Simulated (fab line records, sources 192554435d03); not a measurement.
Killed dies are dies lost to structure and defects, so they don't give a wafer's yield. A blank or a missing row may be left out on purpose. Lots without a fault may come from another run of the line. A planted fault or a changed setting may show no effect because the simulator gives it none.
fab line records | flow n5_finfet
record lots=4 wafers=10 last_day=17
route steps=1938 shown WELL_APT@46 PMOS_HMC_CHANNEL_EPI@57 SD_EPI_N@284 BEOL_M4@1111 PASSIVATION@1936
lots that met no fault: from a run of the same line without faults
start_h: hours from the record's first day to the start of the lot's first wafer shown | wait_h: hours since the lot's step before | " the same as in the row above | L1.1+2: a row that stands for several wafers | - no value, or no start given | * or withheld: withheld | < > ~ a bound
route shown NAME@n: a module of which the file shows steps, and the number in the route of the first | usual: mean/standard deviation of fault-free wafers | same: alike in all rows | chamber/n: place in a boat | sites: the reading at each site | _std_site: their standard deviation | _edge_site: outer sites' mean less inner sites' | radius_mm: how far each site lies from the wafer's centre | mask NAME#n: copy n | behind: the tool/chamber that last shaped the wafer | hold: why the lot was held/for how many hours/how that ended | device: the transistor (n, p or np) that didn't switch | end of line: the same wafers' tests at the end of the route | a step without rows: its recipe alone | killed: dies lost to structure and defects at the first sort, not the wafer's yield | map: a wafer's dies, x killed, . not, _ none there
set.NAME: the setting as run; set.NAME@STEP: as run at that earlier step | model.NAME: the simulator's own value behind a step, which no gauge read
lots at some steps of the route; a table a step, a row a wafer
services: from which hour (start_h, from the record's first day; less than 0 if before it) a tool's chamber was out of use, for how many hours, and why
## steps
# step N5_WELL_APT_DESCUM_30
# recipe chemistry=O2 time_s=7.9 source_power_w=50 bias_power_w=20 pressure_mtorr=20 rf_frequency_hz=2.712e+07 temp_c=40 o2_flow_sccm=225
# step N5_WELL_APT_IMPLANT_31
# recipe species=B energy_kev=60 dose_cm2=1.5e+13 tilt_deg=0 rotation_deg=0
# step N5_WELL_APT_IMPLANT_32
# recipe species=BF2 energy_kev=50 dose_cm2=2e+13 tilt_deg=0 rotation_deg=0
# step N5_WELL_APT_STRIP_33
# recipe chemistry=SPM time_s=900 temp_c=130 h2so4_h2o2_vol_ratio=4 dry=ipa_marangoni
# step N5_WELL_APT_RTA_34
# recipe temp_c=1000 time_s=10 ambient=N2 idle_temp_c=600 ramp_up_c_per_s=150 ramp_down_c_per_s=60 cool_to_c=600
# step N5_WELL_APT_OXIDE_STRIP_42
# recipe chemistry=dHF dilution=25:1 time_s=45 temp_c=25 target=SiO2 target_depth_a=120
# step N5_WELL_APT_PRECLEAN_36
# recipe chemistry=O3/DIW time_s=45 temp_c=22 o3_ppm=10
# step N5_WELL_APT_PRECLEAN_39
# recipe chemistry=dHF time_s=60 dilution=150:1 temp_c=25
# step N5_WELL_APT_SRD_37
# recipe dry=ipa_marangoni do_ppb=5 time_s=30 temp_c=23 rinse_liquid=diw
# step N5_WELL_APT_EPI_41
# recipe material=Si target_thk_a=500 temp_c=650 precursor=SiH4/H2 pressure_torr=20 time_s=297.7
# usual lamp_inner_pct=13.7/0.8 throttle_valve_pct=10.90/0.2
# columns lot.wafer tool chamber start_h wait_h lamp_inner_pct throttle_valve_pct model.Si_of_WELL_APT_EPI_41.thk_nm
L711.3 epi_rpcvd-02 0 22.70 0.3 13.1 10.86 49.06
L711.5 " 0 " " 13.1 10.55 49.54
L711.6 " 0 " " 13.2 10.65 50.02
L721.2 epi_rpcvd-01 0 82.04 0.1 15.1 10.78 51.11
L721.3 " 0 " " 14.8 10.93 50.6
L721.5 " 0 " " 15.2 11.15 50.92
L727.3 epi_rpcvd-02 0 118.91 0.2 13.2 10.82 49.83
L727.6 " 0 " " 13.2 10.74 61.19
L730.4 epi_rpcvd-02 0 136.73 0.4 13.1 10.67 60.84
L730.6 " 0 " " 13.2 10.72 60.6
# step N5_PMOS_HMC_CHANNEL_EPI_HM_DEP_34
# recipe material=SiO2 target_thk_a=360 temp_c=400 precursor=TEOS/O2 pressure_torr=6.5 rf_w=900 teos_flow_sccm=161.4 gas=O2 flow_sccm=2650 time_s=6.9
# step N5_PMOS_HMC_CHANNEL_EPI_COAT_31
# recipe resist=BARC temp_c=205 time_s=60 spin_rpm=1500 resist_thk_nm=66
# step N5_PMOS_HMC_CHANNEL_EPI_COAT_03
# recipe resist=CAR-ArF-block spin_rpm=1500 resist_thk_nm=205
# step N5_PMOS_HMC_CHANNEL_EPI_EBR_05
# recipe solvent=PGMEA ebr_width_mm=1.5
# step N5_PMOS_HMC_CHANNEL_EPI_SOFTBAKE_04
# recipe temp_c=110 time_s=60 resist=CAR-ArF-block
# step N5_PMOS_HMC_CHANNEL_EPI_EXPOSE_06
# recipe mask_id=PMOS_HMC_BLK na=1.35 source_shape=conventional sigma_outer=0.8 polarization=unpolarized target_cd_nm=240 dose_mj=41
# step N5_PMOS_HMC_CHANNEL_EPI_PEB_07
# recipe peb_temp_c=110 peb_time_s=60 resist=CAR-ArF-block
# step N5_PMOS_HMC_CHANNEL_EPI_DEVELOP_08
# recipe develop_time_s=30 developer=TMAH resist=CAR-ArF-block dev_temp_c=23 rinse_liquid=diw dry=air_spin
# step N5_PMOS_HMC_CHANNEL_EPI_DESCUM_14
# recipe chemistry=O2 time_s=7.9 source_power_w=50 bias_power_w=20 pressure_mtorr=20 rf_frequency_hz=2.712e+07 temp_c=40 resist=CAR-ArF-block o2_flow_sccm=225
# step N5_PMOS_HMC_CHANNEL_EPI_ETCH_32
# recipe chemistry=N2/H2 target=BARC stop_on=SiO2 target_depth_a=858 over_etch_frac=0.3 time_s=50.3 ion_energy_ev=200 mask_material=CAR-ArF-block pressure_mtorr=30 source_w=840 bias_w=150 n2_flow_sccm=200 h2_flow_sccm=200
# step N5_PMOS_HMC_CHANNEL_EPI_HM_OPEN_15
# recipe chemistry=CHF3/O2 target=SiO2 mask_material=CAR-ArF-block target_depth_a=406 CHF3_flow_sccm=50 O2_flow_sccm=5 Ar_flow_sccm=200 time_s=20.3 pressure_mtorr=30 source_w=650 bias_w=170 ion_energy_ev=200
# step N5_PMOS_HMC_CHANNEL_EPI_STRIP_33
# recipe chemistry=N2/H2 power_w=500 temp_c=40 pressure_mtorr=50 rf_frequency_hz=6e+07 overash_fraction=0.3 bias_power_w=8 h2_frac=0.5 n2_flow_sccm=300 h2_flow_sccm=300
# step N5_PMOS_HMC_CHANNEL_EPI_STRIP_17
# recipe chemistry=SPM time_s=750 temp_c=130 h2so4_h2o2_vol_ratio=4 dry=ipa_marangoni
# step N5_PMOS_HMC_CHANNEL_EPI_ETCH_38
# recipe chemistry=CF4 target=SiO2 target_depth_a=15 ion_energy_ev=350 pressure_mtorr=10 icp_w=800 bias_w=400 cf4_flow_sccm=80
# step N5_PMOS_HMC_CHANNEL_EPI_FIN_RECESS_16
# recipe chemistry=HBr/Cl2 target=Si mask_material=SiO2 target_depth_a=540 time_s=18 pressure_mtorr=10 icp_w=800 bias_w=75 HBr_flow_sccm=150 Cl2_flow_sccm=80
# step N5_PMOS_HMC_CHANNEL_EPI_PRECLEAN_36
# recipe chemistry=O3/DIW time_s=45 temp_c=22 o3_ppm=10
# step N5_PMOS_HMC_CHANNEL_EPI_PRECLEAN_18
# recipe chemistry=DHF time_s=30 temp_c=25 dilution=withheld
# step N5_PMOS_HMC_CHANNEL_EPI_SRD_19
# recipe dry=ipa_marangoni do_ppb=5 time_s=30 temp_c=23 rinse_liquid=diw
# step N5_PMOS_HMC_CHANNEL_EPI_EPI_20
# recipe material=SiGe30 mask_material=SiO2 pressure_torr=20 target_thk_a=590 temp_c=600
# step N5_PMOS_HMC_CHANNEL_EPI_HM_STRIP_35
# recipe chemistry=dHF temp_c=25 material=SiO2 target=SiO2 target_depth_a=396 time_s=216
# step N5_PMOS_HMC_CHANNEL_EPI_SRD_39
# recipe dry=ipa_marangoni time_s=30 temp_c=23 rinse_liquid=diw
# step N5_PMOS_HMC_CHANNEL_EPI_CMP_21
# recipe material=SiGe30 post_cmp_clean=alkaline_brush target_thk_nm=54
# step N5_PMOS_HMC_CHANNEL_EPI_PRECLEAN_40
# recipe chemistry=DHF time_s=30 temp_c=25 dilution=withheld
# step N5_PMOS_HMC_CHANNEL_EPI_PRECLEAN_37
# recipe chemistry=O3/DIW time_s=45 temp_c=22 o3_ppm=10
# step N5_SD_EPI_N_STRIP_18
# recipe chemistry=SPM time_s=750 temp_c=130 h2so4_h2o2_vol_ratio=4
# usual bath_guard_temp_C=129.9/0.56 temp_c=130.00/0.15
# columns lot.wafer tool chamber start_h wait_h bath_guard_temp_C temp_c model.Si_of_WELL_APT_EPI_41.thk_nm
L711.3 wet_bench-01 3 60.71 0.0 130.8 129.81 8.6
L711.5 " 7 " " 130.3 130.03 9
L711.6 " 1 " " 130.0 130.09 9.6
L721.2 wet_bench-02 5 117.48 0.0 129.9 129.90 10.4
L721.3 " 6 " " 130.8 130.05 9
L721.5 " 7 " " 130.9 130.07 9.4
L727.3 wet_bench-04 2 153.22 0.0 129.6 130.13 8.2
L727.6 " 3 " " 129.1 129.96 19.4
L730.4 wet_bench-01 7 170.40 0.0 130.6 129.93 19
L730.6 " 5 " " 130.1 129.86 18.4
# step N5_BEOL_M4_RC_MEAS_101
# usual CJ_N=4.31/0.11 CJ_P=5.79/0.18 DIBL_N=35.1/1.5 DIBL_P=35.2/2 IOFF_N=0.146/0.028 IOFF_P=0.20/0.036 ION_N=670/12 ION_P=462/8.2 RS_NWELL=1038/5.6 RS_PWELL=3016/20 SS_N=71.2/0.63 SS_P=73.1/0.7 VT_N=250/3.6 VT_P=-251/3.3
# columns lot.wafer tool chamber start_h wait_h CJ_N CJ_P DIBL_N[mV/V] DIBL_P[mV/V] IOFF_N[nA/um] IOFF_P[nA/um] ION_N[uA/um] ION_P[uA/um] RS_NWELL[ohm/sq] RS_PWELL[ohm/sq] SS_N[mV/dec] SS_P[mV/dec] VT_N[mV] VT_P[mV]
L711.3 prober-02 0 190.64 0.3 4.26 5.67 34.0 34.6 0.138 0.19 664 460 1040 3030 71.6 73.0 248 -250
L711.5 " 0 " " 4.22 5.68 33.5 33.7 0.128 0.18 685 466 1048 2998 70.5 72.5 250 -250
L711.6 " 0 " " 4.27 5.71 34.6 35.0 0.135 0.20 663 460 1031 2999 70.8 73.2 250 -250
L721.2 prober-01 0 221.25 0.2 4.13 5.96 34.7 36.4 0.146 0.22 669 470 1035 3058 71.8 73.5 251 -248
L721.3 " 0 " " 4.22 5.91 35.2 36.9 0.156 0.24 671 472 1034 3013 72.0 73.5 249 -248
L721.5 " 0 " " 4.22 5.89 31.8 32.5 0.105 0.17 664 458 1034 3015 70.5 72.4 256 -253
L727.3 prober-02 0 272.52 0.3 4.27 5.84 32.5 32.0 0.099 0.15 653 464 1031 3013 71.1 72.2 257 -256
L727.6 " 0 " " 2.76 4.49 34.6 33.3 0.136 0.18 665 457 1020 2818 71.7 73.5 258 -255
L730.4 prober-01 0 291.99 0.5 2.82 4.33 37.3 36.7 0.218 0.26 691 476 1010 2789 72.1 73.0 246 -247
L730.6 " 0 " " 2.85 4.45 37.9 37.2 0.256 0.30 687 478 1016 2785 73.7 73.8 244 -244
# step N5_PASSIVATION_PROBE_49
# usual defect_limited_yield=91.4/1.4 killed_at_M0_to_M3=32/10 killed_at_M4_up=13/5.6 killed_at_contacts=13/6.6 killed_at_front_end=39/13 killed_at_other=3.4/2.8 killed_dies=101/17 killed_open=66/13 killed_short=33/7 sort_bin_5_function=5.0/0.93 sort_bin_6_memory=3.2/0.65 sort_n_pass=1078/17 sort_yield_pct=91.4/1.4
# same gross_dies=1180 killed_at_back_side=0 sort_bin_4_leakage[%]=0 sort_bin_8_speed[%]=0
# columns lot.wafer tool chamber start_h wait_h defect_limited_yield[%] killed_at_M0_to_M3 killed_at_M4_up killed_at_contacts killed_at_front_end killed_at_other killed_dies killed_open killed_short sort_bin_5_function[%] sort_bin_6_memory[%] sort_n_pass sort_yield_pct[%]
L711.3 prober-01 - 293.41 0.1 92.1 19 20 14 35 5 93 65 28 4.4 3.1 1087 92.1
L711.5 prober-01 - 293.51 0.2 91.4 40 13 8 40 1 102 66 30 4.8 3.1 1078 91.4
L711.6 prober-01 - 293.56 0.3 91.2 35 15 15 35 4 104 63 40 5.0 3.2 1076 91.2
L721.2 prober-02 - 332.22 0.1 90.8 16 17 29 43 3 108 72 32 5.5 3.2 1072 90.8
L721.3 prober-02 - 332.27 0.1 92.2 35 10 9 35 3 92 54 30 4.0 3.1 1088 92.2
L721.5 prober-02 - 332.37 0.2 90.3 34 19 15 44 3 115 71 42 6.0 3.5 1065 90.3
L730.4 prober-01 - 402.92 0.2 92.4 29 8 19 33 1 90 63 25 4.2 2.9 1090 92.4
L730.6 prober-01 - 403.02 0.3 93.6 29 6 6 31 4 76 41 34 3.7 2.3 1104 93.6
# killed by level:class
L711.3 FIN_SAQP:geometric_particle:open=13 MOL_CONTACT_COAG:geometric_particle:open=12 FIN_SAQP:geometric_particle:short=9 BEOL_M5:geometric_particle:open=8 BEOL_M4:geometric_particle:open=7 BEOL_M2:geometric_particle:open=5 BEOL_M3:geometric_particle:open=4 BEOL_M8:geometric_particle:open=4
L711.5 BEOL_M3:geometric_particle:open=15 FIN_SAQP:geometric_particle:open=11 STI_FIN_REVEAL:geometric_particle:open=8 MOL_CONTACT_COAG:geometric_particle:open=7 BEOL_M2:geometric_particle:open=7 FIN_SAQP:geometric_particle:short=6 BEOL_M1:geometric_particle:open=5 HKMG_FIN:area_etch=5
L711.6 MOL_CONTACT_COAG:geometric_particle:open=12 BEOL_M3:geometric_particle:open=8 FIN_SAQP:geometric_particle:open=7 STI_FIN_REVEAL:geometric_particle:open=7 BEOL_M0_SAQP:geometric_particle:open=7 BEOL_M0_SAQP:geometric_particle:short=6 BEOL_M4:geometric_particle:open=6 FIN_SAQP:geometric_particle:short=5
L721.2 MOL_CONTACT_COAG:geometric_particle:open=22 FIN_SAQP:geometric_particle:open=12 FIN_SAQP:geometric_particle:short=9 BEOL_M2:geometric_particle:open=8 MOL_CONTACT_COAG:geometric_particle:short=7 BEOL_M4:geometric_particle:open=7 STI_FIN_REVEAL:geometric_particle:open=4 ILD0:geometric_particle:short=3
L721.3 BEOL_M2:geometric_particle:open=11 MOL_CONTACT_COAG:geometric_particle:open=7 HKMG_FIN:area_etch=6 FIN_SAQP:geometric_particle:short=4 STI_FIN_REVEAL:geometric_particle:short=4 STI_FIN_REVEAL:geometric_particle:open=4 BEOL_M0:geometric_particle:open=4 BEOL_M1:geometric_particle:open=4
L721.5 BEOL_M4:geometric_particle:open=14 FIN_SAQP:geometric_particle:open=13 MOL_CONTACT_COAG:geometric_particle:open=12 GATE_CUT:geometric_particle:short=10 FIN_SAQP:geometric_particle:short=8 BEOL_M1:geometric_particle:open=7 BEOL_M0_SAQP:geometric_particle:open=5 STI_FIN_REVEAL:geometric_particle:open=4
L730.4 MOL_CONTACT_COAG:geometric_particle:open=11 BEOL_M0_SAQP:geometric_particle:open=10 STI_FIN_REVEAL:geometric_particle:open=8 DUMMY_GATE:geometric_particle:open=7 MOL_CONTACT_COAG:geometric_particle:short=7 BEOL_M2:geometric_particle:open=7 GATE_CUT:geometric_particle:short=5 BEOL_M0_SAQP:geometric_particle:short=5
L730.6 BEOL_M2:geometric_particle:open=14 FIN_SAQP:geometric_particle:short=8 FIN_SAQP:geometric_particle:open=5 STARTING-WAFER:geometric_particle:short=5 MOL_CONTACT_COAG:geometric_particle:open=4 BEOL_M0_SAQP:geometric_particle:short=4 BEOL_M2:geometric_particle:short=4 STI_FIN_REVEAL:geometric_particle:open=3
## services
# columns tool chamber start_h hours kind
epi_rpcvd-02 - 7.36 0.5 pm
epi_rpcvd-01 - 28.07 14.6 pm
wet_bench-02 - 34.26 4.4 pm
epi_rpcvd-01 - 42.67 6.0 pm
wet_bench-04 - 52.50 1.9 pm
epi_rpcvd-01 - 75.20 0.5 pm
wet_bench-02 - 104.91 3.7 repair
## key
first_sign step=N5_BEOL_M4_RC_MEAS_101 reading=CJ_N direction=down sigmas=14 usual=4.31 struck=2.81
effect step=N5_BEOL_M4_RC_MEAS_101 reading=RS_PWELL direction=down sigmas=11 usual=3016 struck=2797
effect step=N5_BEOL_M4_RC_MEAS_101 reading=CJ_P direction=down sigmas=7.5 usual=5.79 struck=4.43
effect step=N5_BEOL_M4_RC_MEAS_101 reading=RS_NWELL direction=down sigmas=4 usual=1038 struck=1015
effect step=N5_BEOL_M4_RC_MEAS_101 reading=IOFF_N direction=up sigmas=2.1 usual=0.146 struck=0.203 wafers_moved=2
effect step=N5_BEOL_M4_RC_MEAS_101 reading=SS_N direction=up sigmas=2 usual=71.2 struck=72.5 wafers_moved=2
model_effect step=N5_WELL_APT_EPI_41 value=Si_of_WELL_APT_EPI_41.thk_nm without=50.24 struck=60.88
model_effect step=N5_SD_EPI_N_STRIP_18 value=Si_of_WELL_APT_EPI_41.thk_nm without=8.333 struck=18.93
met_at N5_WELL_APT_EPI_41
struck_wafers L727.6,L730.4,L730.6
onset_between 22.70 118.91
fault kind=process_parameter_drift tool=epi_rpcvd-02 chamber=- onset_h=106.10 steps=N5_WELL_APT_EPI_41 channel=target_thk_a offset=* shape=step end_h=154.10 scope=struck_wafers_only acts_in=* stated=*
